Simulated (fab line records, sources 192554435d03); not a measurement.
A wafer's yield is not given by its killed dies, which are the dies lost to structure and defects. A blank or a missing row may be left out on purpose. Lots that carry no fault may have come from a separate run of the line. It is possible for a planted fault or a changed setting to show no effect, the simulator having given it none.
fab line records    flow n5Finfet
record lots=4  wafers=12  lastDay=18
route steps=1938 shown MOL_CONTACT_COAG@624 BEOL_M0_SAQP@632 BEOL_M4@1111 PASSIVATION@1936
lots untouched by any fault: they come from a run of this same line in which no faults occurred
startH: hours from the record's opening day to when the first of the lot's shown wafers began    waitH: how many hours have passed since the lot's step before this one    " identical to the entry in the row above    L1.1+2: one row covering several wafers at once    - no value present, or no start provided    * or withheld: withheld    < > ~ a bound
route shown NAME@n: names a module that has steps shown in the file, with the first one's number in the route    usual: mean and standard deviation over wafers with no fault    same: alike in all rows    chamber/n: place in a boat    sites: the reading at each site    _std_site: the values' standard deviation    _edge_site: outer sites' mean less inner sites'    radiusMm: for every site, how far away it sits from the centre of the wafer    mask NAME#n: copy n    behind: the last tool/chamber to shape the wafer    hold: reason for holding the lot/hours on hold/outcome of the hold    device: which transistor (n, p or np) failed to switch    end of line: the route-end tests of the same wafers    a step given without rows: its recipe and nothing more    killed: the dies lost at the first sort to structure and to defects; this is not the yield of the wafer    map: shows each die of a wafer: x if killed, . if not, _ if none is there
set.NAME: setting as actually run; set.NAME@STEP: the setting as run at that earlier step    model.NAME: the simulator's own value behind a step, which no gauge read
lots at some steps of the route; a table a step, a row a wafer
services: the hour from which a tool's chamber was out of use, counted from the record's first day as startH (under 0 if before that day), plus the number of hours and why
## steps
# step N5_MOL_CONTACT_COAG_CVD_140
# recipe material=W  targetThkA=665  mode=selectiveFill  tempC=300  timeS=215
# step N5_MOL_CONTACT_COAG_PRECLEAN_127
# recipe chemistry=DIW  timeS=57.5  tempC=23
# step N5_MOL_CONTACT_COAG_SRD_128
# recipe dryTimeS=32  dry=n2Spin  spinRpm=1500
# step N5_MOL_CONTACT_COAG_CMP_52
# recipe stopOn=SiO2  tOverpolishS=1.5  postCmpClean=wDiluteNh4oh  downForcePsi=4  platenRpm=50.289  padVelocityMS=1.0006  targetThkNm=66.5
# step N5_MOL_CONTACT_COAG_ANNEAL_112
# recipe tempC=400  timeS=1800  ambient=HPD2  pressureAtm=10
# step N5_BEOL_M0_SAQP_PECVD_00
# recipe material=SiCN  targetThkA=80  tempC=withheld  precursor=3MS/NH3  pressureTorr=3  rfW=202  timeS=14
# step N5_BEOL_M0_SAQP_ILD_DEP_01
# recipe material=SiOC  targetThkA=454.19  tempC=350  precursor=DEMS/O2  pressureTorr=5  rfW=500  timeS=8.7
# step N5_BEOL_M0_SAQP_HM_DEP_02
# recipe material=TiN  targetThkA=120  tempC=25  chamberPressurePa=0.49996
# step N5_BEOL_M0_SAQP_PECVD_03
# recipe material=SiCN  targetThkA=120  tempC=withheld  precursor=3MS/NH3  pressureTorr=3  rfW=202  timeS=21.1
# step N5_BEOL_M0_SAQP_PECVD_96
# recipe material=a-Si  targetThkA=450  tempC=350  precursor=SiH4/He  pressureTorr=3  rfW=100  timeS=45.2
# usual heaterPowerOuterW=365/46  heaterPowerW=638/65  showerheadPlenumPTorr=5.67/0.039  throttleValvePct=18.2/1
lot.wafer  tool      chamber  startH  waitH  heaterPowerOuterW  heaterPowerW  showerheadPlenumPTorr  throttleValvePct  model.a-Si_of_BEOL_M0_SAQP_PECVD_96.thkNm
L390.2     pecvd-04  1        148.45  0.0    364                607           5.68                   19.8              44.4
L390.3     "         2        "       "      309                602           5.71                   18.1              44.6
L390.6     "         1        "       "      373                636           5.69                   20.0              45
L403.1     pecvd-04  1        220.75  0.0    367                610           5.69                   20.0              43.6
L403.3     "         2        "       "      324                633           5.73                   17.9              45.2
L403.4     "         0        "       "      324                601           5.66                   17.4              46.4
L405.4     pecvd-04  1        238.61  0.0    369                616           5.69                   19.9              43.6
L405.5     "         2        "       "      293                587           5.74                   18.3              45.6
L405.6     "         0        "       "      332                608           5.67                   17.6              45.8
L407.2     pecvd-01  0        245.42  0.0    401                651           5.67                   17.6              44.4
L407.5     "         1        "       "      434                786           5.61                   18.1              47.4
L407.6     "         0        "       "      401                654           5.65                   17.6              45.8
# step N5_BEOL_M0_SAQP_PECVD_97
# recipe material=SiNx  targetThkA=230  tempC=350  precursor=SiH4/NH3/N2  pressureTorr=1.5  rfW=300  timeS=19.9
# step N5_BEOL_M0_SAQP_PECVD_04
# recipe material=a-Si  targetThkA=600  tempC=350  precursor=SiH4/He  pressureTorr=3  rfW=100  timeS=60.2
# step N5_BEOL_M0_SAQP_HM_DEP_111
# recipe material=SiO2  targetThkA=120  tempC=400  precursor=SiH4/N2O  pressureTorr=0.75  rfW=275  timeS=7.2
# step N5_BEOL_M0_SAQP_COAT_81
# recipe resist=SOC  tempC=250  timeS=60  spinRpm=1500  resistThkNm=100
# step N5_BEOL_M0_SAQP_COAT_82
# recipe resist=SiARC  tempC=220  timeS=60  spinRpm=1500  resistThkNm=30
# step N5_BEOL_M0_SAQP_COAT_08
# recipe resist=CAR-ArF  spinRpm=1500  resistThkNm=90
# step N5_BEOL_M0_SAQP_EBR_10
# recipe solvent=PGMEA  ebrWidthMm=1.5
# step N5_BEOL_M0_SAQP_SOFTBAKE_09
# recipe tempC=110  timeS=60  resist=CAR-ArF
# step N5_BEOL_M0_SAQP_EXPOSE_11
# recipe maskId=M0_CORE  na=1.35  sourceShape=dipole  sigmaInner=0.538  sigmaOuter=0.738  polarization=te  targetCdNm=42  doseMj=55
# step N5_BEOL_M0_SAQP_PEB_12
# recipe pebTempC=withheld  pebTimeS=60  resist=CAR-ArF
# step N5_BEOL_M0_SAQP_DEVELOP_13
# recipe developTimeS=30  developer=TMAH  resist=CAR-ArF  devTempC=23  rinseLiquid=diw  dry=airSpin
# step N5_BEOL_M0_SAQP_DESCUM_19
# recipe chemistry=O2  timeS=7.9  sourcePowerW=50  biasPowerW=20  pressureMtorr=20  rfFrequencyHz=2.712e+07  tempC=40  resist=CAR-ArF  o2FlowSccm=225
# step N5_BEOL_M0_SAQP_ETCH_83
# recipe chemistry=CF4  target=SiARC  targetDepthA=390  maskMaterial=CAR-ArF  timeS=65  ionEnergyEv=80  pressureMtorr=40  sourceW=545  biasW=36  Ar_flow_sccm=100  cf4FlowSccm=100  ends=cleared
# step N5_BEOL_M0_SAQP_ETCH_84
# recipe chemistry=N2/H2  target=SOC  targetDepthA=1000  overetchA=200  maskMaterial=SiARC  tempC=40  timeS=150  ionEnergyEv=200  pressureMtorr=30  sourceW=840  biasW=150  n2FlowSccm=200  h2FlowSccm=200
# step N5_BEOL_M0_SAQP_STRIP_80
# recipe chemistry=N2/H2  tempC=40  n2FlowSccm=200  h2FlowSccm=200  rfFrequencyHz=6e+07
# step N5_BEOL_M0_SAQP_HM_OPEN_112
# recipe chemistry=CHF3/O2  target=SiO2  stopOn=a-Si  targetDepthA=120  overEtchFrac=1.25  maskMaterial=SOC  timeS=13.5  pressureMtorr=30  sourceW=650  biasW=170  Ar_flow_sccm=200  CHF3_flow_sccm=50  O2_flow_sccm=5  ionEnergyEv=200  ends=endPoint
# step N5_BEOL_M0_SAQP_STRIP_113
# recipe chemistry=CHF3/O2  resist=SiARC  rfFrequencyHz=6e+07
# step N5_BEOL_M0_SAQP_MANDREL_ETCH_20
# recipe targetDepthA=600  chemistry=HBr/Cl2  target=a-Si  stopOn=SiNx  btTimeS=10  maskMaterial=SOC  overEtchFrac=0.5  timeS=30  pressureMtorr=10  icpW=800  biasW=75  HBr_flow_sccm=150  Cl2_flow_sccm=80  ends=endPoint
# step N5_BEOL_M0_SAQP_STRIP_86
# recipe chemistry=N2/H2  powerW=500  tempC=40  pressureMtorr=50  rfFrequencyHz=6e+07  overashFraction=0.3  biasPowerW=28  h2Frac=0.5  n2FlowSccm=300  h2FlowSccm=300
# step N5_BEOL_M0_SAQP_STRIP_115
# recipe chemistry=postEtchResidueRemover  timeS=60  tempC=25  removerPh=withheld  removerWaterWtPct=withheld  removerFluorideWtPct=withheld
# step N5_BEOL_M0_SAQP_SRD_93
# recipe dry=ipaMarangoni  timeS=30  tempC=23  rinseLiquid=diw
# step N5_BEOL_M0_SAQP_RECESS_114
# recipe chemistry=HF/NH3  target=SiO2  targetDepthA=144  afsCycles=3  tempC=30  sublimationTempC=180  sublimationTimeS=60
# step N5_BEOL_M0_SAQP_SPACER1_ALD_98
# recipe material=SiO2  targetThkA=128  tempC=300  aldPrecursorFamily=BDEAS  aldCoReactant=O2-plasma  pulseTimeS=1  purgeTimeS=2  coReactantPurgeTimeS=2  aldCycles=138  pressureTorr=2
# step N5_BEOL_M0_SAQP_SPACER1_ETCHBACK_99
# recipe chemistry=CHF3/O2  mode=anisotropicEtchback  target=SiO2  targetDepthA=154  timeS=7.7  pressureMtorr=30  sourceW=650  biasW=170  Ar_flow_sccm=200  CHF3_flow_sccm=50  O2_flow_sccm=5  ionEnergyEv=200
# step N5_BEOL_M0_SAQP_MANDREL1_REMOVE_100
# recipe chemistry=HBr/Cl2/O2  btTimeS=10  target=a-Si  stopOn=SiNx  endpoint=OES-SiCl  overEtchFrac=0.85  icpW=600  biasW=30  HBr_flow_sccm=150  Cl2_flow_sccm=80  O2_flow_sccm=5  pressureMtorr=10
# step N5_BEOL_M0_SAQP_SPACER2_ETCHBACK_27
# recipe chemistry=CHF3/O2  mode=anisotropicEtchback  target=SiO2  targetDepthA=225  timeS=11.25  pressureMtorr=30  sourceW=650  biasW=170  Ar_flow_sccm=200  CHF3_flow_sccm=50  O2_flow_sccm=5  ionEnergyEv=200
# usual drypumpMotorCurrentA=5.8/0.56  oesProductAu=0.76/0.087  rfVppV=529/6.7  showerheadPlenumPTorr=2.44/0.068  throttleValvePct=18.97/0.23
# same timeS=11.25
lot.wafer  tool        chamber  startH  waitH  drypumpMotorCurrentA  oesProductAu  rfHoursCounterH  rfVppV  showerheadPlenumPTorr  throttleValvePct  model.a-Si_of_BEOL_M0_SAQP_PECVD_96.thkNm
L390.2     rieDiel-02  1        154.82  0.3    6.3                   0.82          57               531     2.45                   18.52             42.2
L390.3     "           2        "       "      5.9                   0.71          232              518     2.32                   18.99             42.6
L390.6     "           2        "       "      5.9                   0.70          -                516     2.32                   18.96             43
L403.1     rieDiel-03  0        225.66  0.3    5.9                   0.93          28               522     2.37                   19.01             41.4
L403.3     "           1        "       "      5.4                   0.74          193              529     2.40                   19.36             42.8
L403.4     "           2        "       "      6.0                   0.96          17               524     2.48                   18.99             44.2
L405.4     rieDiel-02  3        243.41  0.3    6.2                   0.67          244              527     2.47                   18.92             41.4
L405.5     "           1        "       "      6.3                   0.80          -                532     2.44                   18.55             43.4
L405.6     "           2        "       "      5.9                   0.95          -                524     2.60                   18.64             43.8
L407.2     rieDiel-03  0        250.02  0.3    5.9                   0.91          35               523     2.37                   19.05             42.2
L407.5     "           1        "       "      5.4                   0.73          -                529     2.40                   19.38             45
L407.6     "           0        "       "      5.9                   0.91          -                525     2.37                   19.05             43.6
# step N5_BEOL_M4_RC_MEAS_101
# usual DIBL_N=36.4/2.7  DIBL_P=36/3.2  IOFF_N=0.16/0.046  IOFF_P=0.21/0.055  ION_N=677/15  ION_P=464/11  SS_N=71.5/0.79  SS_P=73.3/0.93  VT_N=250/4.1  VT_P=-251/4.4
lot.wafer  tool       chamber  startH  waitH  DIBL_N[mV/V]  DIBL_P[mV/V]  IOFF_N[nA/um]  IOFF_P[nA/um]  ION_N[uA/um]  ION_P[uA/um]  SS_N[mV/dec]  SS_P[mV/dec]  VT_N[mV]  VT_P[mV]
L390.2     prober-02  0        226.38  0.2    32.5          31            0.11           0.14           651           447           70.5          73.0          252       -254
L390.3     "          0        "       "      33.7          34            0.13           0.18           661           456           71.0          73.8          252       -254
L390.6     "          0        "       "      31.0          31            0.10           0.14           671           465           70.2          72.4          253       -255
L403.1     prober-02  0        293.05  0.0    38.5          38            0.19           0.24           681           463           71.5          73.9          248       -248
L403.3     "          0        "       "      38.0          38            0.19           0.26           679           471           72.1          74.8          245       -246
L403.4     "          0        "       "      36.0          35            0.15           0.20           673           455           70.3          73.7          251       -250
L405.4     prober-02  0        317.09  0.5    39.8          40            0.23           0.26           692           470           72.3          74.0          245       -246
L405.5     "          0        "       "      37.0          37            0.17           0.21           698           472           71.3          73.3          248       -250
L405.6     "          0        "       "      40.3          42            0.26           0.30           696           471           73.2          74.7          244       -246
L407.2     prober-01  0        319.60  0.2    35.0          35            0.14           0.15           662           449           71.4          72.9          252       -256
L407.5     "          0        "       "      36.2          36            0.15           0.15           667           447           72.0          73.0          251       -257
L407.6     "          0        "       "      29.7          30            0.07           0.10           631           438           70.5          71.5          260       -263
# step N5_PASSIVATION_PROBE_49
# usual defectLimitedYield=91.1/1.4  killed_at_M0_to_M3=34/9.7  killed_at_M4_up=13/5.1  killedAtContacts=14/6.3  killedAtFrontEnd=40/11  killedAtOther=3.5/2.7  killedDies=105/16  killedOpen=70/12  killedShort=34/7.8  sort_bin_4_leakage=0.02/0.13  sort_bin_5_function=5.2/0.88  sort_bin_6_memory=3.3/0.7  sort_bin_8_speed=0.1/0.62  sortNPass=1074/17  sortYieldPct=91.0/1.5
# same grossDies=1180  killedAtBackSide=0
lot.wafer  tool       chamber  startH  waitH  defectLimitedYield[%]  killed_at_M0_to_M3  killed_at_M4_up  killedAtContacts  killedAtFrontEnd  killedAtOther  killedDies  killedOpen  killedShort  sort_bin_4_leakage[%]  sort_bin_5_function[%]  sort_bin_6_memory[%]  sort_bin_8_speed[%]  sortNPass  sortYieldPct[%]
L390.2     prober-01  -        331.36  0.1    92.3                   22                  17               12                39                1              91          57          33           0                      5.2                     2.2                   0                    1089       92.3
L390.3     prober-01  -        331.41  0.1    90.6                   27                  20               18                44                2              111         80          31           0                      6.2                     2.8                   0                    1069       90.6
L390.6     prober-01  -        331.56  0.3    90.3                   37                  11               19                46                1              114         75          39           0                      5.9                     3.4                   0                    1066       90.3
# killed by level:class
L390.2 FIN_SAQP:geometricParticle:short=11 STI_FIN_REVEAL:geometricParticle:open=9 MOL_CONTACT_COAG:geometricParticle:open=8 BEOL_M4:geometricParticle:open=8 FIN_SAQP:geometricParticle:open=7 BEOL_M1:geometricParticle:open=5 MOL_CONTACT_COAG:geometricParticle:short=4 BEOL_M1:geometricParticle:short=4
L390.3 BEOL_M4:geometricParticle:open=15 STI_FIN_REVEAL:geometricParticle:open=14 MOL_CONTACT_COAG:geometricParticle:open=13 FIN_SAQP:geometricParticle:short=9 BEOL_M0_SAQP:geometricParticle:open=8 DUMMY_GATE:geometricParticle:open=7 BEOL_M1:geometricParticle:open=6 MOL_CONTACT_COAG:geometricParticle:short=5
L390.6 STI_FIN_REVEAL:geometricParticle:open=13 MOL_CONTACT_COAG:geometricParticle:open=13 BEOL_M2:geometricParticle:open=10 FIN_SAQP:geometricParticle:open=6 MOL_CONTACT_COAG:geometricParticle:short=6 BEOL_M0_SAQP:geometricParticle:open=6 FIN_SAQP:geometricParticle:short=5 BEOL_M0_SAQP:geometricParticle:short=5
## services
tool        chamber  startH  hours  kind
rieDiel-03  0        130.43  -      clean
rieDiel-03  0        130.43  -      consumableReplace:focusRing
rieDiel-03  0        130.43  18.5   scheduledDown
rieDiel-03  0        130.43  18.5   ventCycle
rieDiel-02  -        145.77  0.3    repair
rieDiel-03  2        149.60  -      clean
rieDiel-03  2        149.60  -      consumableReplace:focusRing
rieDiel-03  2        149.60  19.4   scheduledDown
rieDiel-03  2        149.60  19.4   ventCycle
pecvd-04    0        182.03  5.5    scheduledDown
pecvd-01    2        189.61  5.5    scheduledDown
rieDiel-02  2        214.60  -      clean
rieDiel-02  2        214.60  -      consumableReplace:focusRing
rieDiel-02  2        214.60  -      consumableReplace:showerhead
rieDiel-02  2        214.60  22.7   scheduledDown
rieDiel-02  2        214.60  22.7   ventCycle
pecvd-01    -        224.41  0.5    repair
## key
firstSign none at tools or gauges
modelEffect step=N5_BEOL_M0_SAQP_PECVD_96  value=a-Si_of_BEOL_M0_SAQP_PECVD_96.thkNm  without=44.8  struck=43.6
modelEffect step=N5_BEOL_M0_SAQP_SPACER2_ETCHBACK_27  value=a-Si_of_BEOL_M0_SAQP_PECVD_96.thkNm  without=42.6  struck=41.4
metAt N5_BEOL_M0_SAQP_PECVD_96
struckWafers L403.1,L405.4
onsetBetween 148.45 220.75
fault kind=processParameterDrift  tool=pecvd-04  chamber=1  onsetH=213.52  steps=N5_BEOL_M0_SAQP_PECVD_96  channel=timeS  offset=*  shape=step  endH=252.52  actsIn=*  stated=*
